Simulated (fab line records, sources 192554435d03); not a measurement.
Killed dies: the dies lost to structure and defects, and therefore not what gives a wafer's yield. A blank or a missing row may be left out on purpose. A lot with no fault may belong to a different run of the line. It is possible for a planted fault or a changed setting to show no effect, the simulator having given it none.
Code-filled problem report in 8D (eight disciplines) form	flow n5-finfet	the parts of the form that need people (team, actions taken, sign-off) are left out

## 1. WHAT IS WRONG
Wafers with no fault read 26.17 nm with a standard deviation of 0.23, whereas cd-nm at N5_BEOL_M4_CD_MEAS_28 reads a mean of 15.44 nm on 1 wafer of 1 lot. Measured from the usual mean, that is -47 standard deviations.
The step: target cd 26.2 nm, target cd y 24.1 nm.
Earliest sighting: wafer L499.2 on cd-sem-03 at day 12 05:30. At this step, 24 wafers from 8 lots have a number in the record. The rule behind "out" and "out of limits": a value lying over 4 standard deviations away from the usual mean. All remaining wafers that have a number are taken as sound.

## 2. WHAT IT IS AND WHAT IT IS NOT
question	is	is not
which readings at this step	cd-nm	-
which lots	L499	L483, L484, L487, L490, L491, L495, L504
which wafers of those lots	L499.2	L499.1, L499.6
read on which gauges	cd-sem-03	cd-sem-01
when	from day 12 05:30	up to then (20 sound wafers); but 3 sound wafers of L504 came after

## 3. THE SUSPECTS, EACH WITH WHAT RULES IT OUT
Counting: any tool at a process step up to the reading remains a suspect provided it ran every lot that is out. Sound lots after the first of them don't rule it out here, since some wafers of a struck lot are sound.
- the gauge at N5_BEOL_M4_CD_MEAS_28 is ruled out. All the wafers that are out were read on cd-sem-03, but those of them that N5_PASSIVATION_PROBE_49 has rows for are out there too, on other tools.
- euv-scanner-01 at N5_BEOL_M4_EXPOSE_25 (exposes mask V3, defocus 5 nm): kept. The lot that is out, L499, ran on it at day 12 05:22; the last sound lot it ran before that was L495, at day 11 17:24.
The count leaves euv-scanner-01 at N5_BEOL_M4_EXPOSE_25.

## 4. THE CAUSE (what the simulator had put in)
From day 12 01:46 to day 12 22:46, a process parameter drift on euv-scanner-01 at N5_BEOL_M4_EXPOSE_25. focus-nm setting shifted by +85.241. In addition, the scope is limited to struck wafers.
This tool alone remained once counting was done.

## 5. SEQUENCE OF EFFECTS, ordered by route
One row per reading whose mean, taken over the struck wafers that have a number, lies over 3 standard deviations from the usual. Readings are gone through only where the record gives a usual standard deviation; hours: the median, over the lots, of the time from a lot's start at the first step in this table giving one to that lot's start at this step; sigmas: the change measured in usual standard deviations.
hours	step	reading	usual	on struck wafers	change	sigmas
0	N5_BEOL_M4_CD_MEAS_28	cd-nm	26.17 nm	15.44	-10.73	-47
133	N5_PASSIVATION_PROBE_49	defect-limited-yield	91.3 %	0.0	-91.3	-54
133	N5_PASSIVATION_PROBE_49	killed_at_M4_up	14	1132	+1118	+99 or more
133	N5_PASSIVATION_PROBE_49	killed-dies	103	1180	+1077	+54
133	N5_PASSIVATION_PROBE_49	killed-on-rim	13	152	+139	+35
133	N5_PASSIVATION_PROBE_49	sort_bin_5_function	5.1 %	32.6	+27.5	+25
133	N5_PASSIVATION_PROBE_49	sort-n-pass	1077	0	-1077	-51
133	N5_PASSIVATION_PROBE_49	sort-yield-pct	91.2 %	0.0	-91.2	-54
The process steps in it:
- N5_PASSIVATION_PROBE_49

## 6. HOW IT WOULD HAVE BEEN CAUGHT EARLIER
4 hours passed between the start of the fault at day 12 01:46 and the first reading out of limits at a measuring or inspecting step in this record, taken at day 12 05:30.
An alarm limit of 4 standard deviations would not have fired on the tool readings at N5_BEOL_M4_EXPOSE_25 for which the record gives a usual standard deviation, since none of them was out on any struck wafer.
Each of the lots that are out, 1 in all, had begun N5_BEOL_M4_EXPOSE_25 on euv-scanner-01 no later than day 12 05:30. Tool hold at that time: it would have spared none of them.
